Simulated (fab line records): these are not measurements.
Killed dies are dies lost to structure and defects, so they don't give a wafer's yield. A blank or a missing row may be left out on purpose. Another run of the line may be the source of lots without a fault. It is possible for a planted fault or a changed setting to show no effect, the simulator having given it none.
Which tool did it? | flow nand_harc | 11 lots with 33 wafers sampled at 3 steps, on a route of 1159 steps

WHAT EACH GAUGE READ, for each wafer
NHARC_P_GATE_CD_MEAS_26: the cd target is 120 nm.
lot  | measured     | on        | cd_nm (nm)
L979 | day 5 01:56  | cd_sem-03 | 120.5 120.3 120.0
L982 | day 5 23:35  | cd_sem-02 | 120.6 120.5 119.7
L984 | day 6 09:48  | cd_sem-02 | 119.9 119.9 120.7
L991 | day 8 04:37  | cd_sem-02 | 120.4 120.0 120.2
L994 | day 8 17:50  | cd_sem-01 | 120.4 120.0 120.1
L993 | day 8 18:24  | cd_sem-01 | 122.9 123.5 122.9 122.4 123.8 122.8
L996 | day 9 04:42  | cd_sem-02 | 122.1 121.7 122.0 122.3 121.8 122.3
L997 | day 9 05:02  | cd_sem-02 | 120.0 120.1 120.1
L998 | day 9 17:40  | cd_sem-03 | 119.8 120.7 119.7
L100 | day 10 02:03 | cd_sem-03 | 120.2 119.4 120.0
L101 | day 10 01:43 | cd_sem-01 | 120.4 120.5 120.7

WHAT TOOL EACH LOT RAN ON (gives the tool, then ch and the chambers of the sampled wafers, and finally the start)
lot  | NHARC_P_STI_DESCUM_14             | NHARC_P_GATE_EXPOSE_23
L979 | rie_diel-10 ch 0,2,3, day 2 20:22 | arfi_scanner-01 ch 0, day 5 01:48
L982 | rie_diel-03 ch 0,2,3, day 3 13:08 | arfi_scanner-03 ch 0, day 5 23:27
L984 | rie_diel-04 ch 0,3, day 3 23:21   | arfi_scanner-03 ch 0, day 6 09:40
L991 | rie_diel-10 ch 1,2, day 5 18:01   | arfi_scanner-01 ch 0, day 8 04:29
L994 | rie_diel-04 ch 1,2, day 6 09:01   | arfi_scanner-03 ch 0, day 8 17:42
L993 | rie_diel-10 ch 0,1,2, day 6 09:03 | arfi_scanner-03 ch 0, day 8 18:16
L996 | rie_diel-10 ch 0,1,3, day 7 00:53 | arfi_scanner-03 ch 0, day 9 04:34
L997 | rie_diel-04 ch 0,1,3, day 7 05:34 | arfi_scanner-02 ch 0, day 9 04:54
L998 | rie_diel-04 ch 0,2, day 7 11:23   | arfi_scanner-01 ch 0, day 9 17:32
L100 | rie_diel-10 ch 1,2, day 8 01:58   | arfi_scanner-01 ch 0, day 10 01:55
L101 | rie_diel-04 ch 0,3, day 8 02:07   | arfi_scanner-01 ch 0, day 10 01:35
- NHARC_P_STI_DESCUM_14: chemistry O2, time 3 s.
- NHARC_P_GATE_EXPOSE_23: exposes mask P GATE, target cd 120 nm.

THE ANSWER, worked out from the rows above alone
Rule: the usual values come from the lots themselves. The widest of any qualifying gaps counts: lots, ordered by their means at a reading, are off when they make up no more than a third of the lots, leave a main group of 4 or more, and stand apart from it by 3 or more times the standard deviation of that group's means. Not used: any main group whose means are identical at the precision the tables above print for the reading. Also off: a lot with no number at a reading for which 4 or more lots have one. All remaining lots with rows at the step are treated as sound.
Off: L993, L996, at NHARC_P_GATE_CD_MEAS_26 (cd_nm). For the main group the mean is 120.2 nm and the standard deviation 0.17.
A tool fits if, at a process step before that reading, it ran every lot that is off, and no sound lot after the first of them. Gauges at NHARC_P_GATE_CD_MEAS_26: tried the same way as those tools. One candidate fits, namely arfi_scanner-03 at NHARC_P_GATE_EXPOSE_23. A fault onset in the window from L994 (day 8 17:42, its last sound lot) to L993 (day 8 18:16, its first lot off) fits.

WHAT THE SIMULATOR HAD PUT IN
Process parameter drift: arfi_scanner-03, from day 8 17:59 on, at NHARC_P_GATE_EXPOSE_23. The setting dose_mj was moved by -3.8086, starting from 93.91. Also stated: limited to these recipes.
Struck lots among those shown: L993, L996. The rule above found the same.
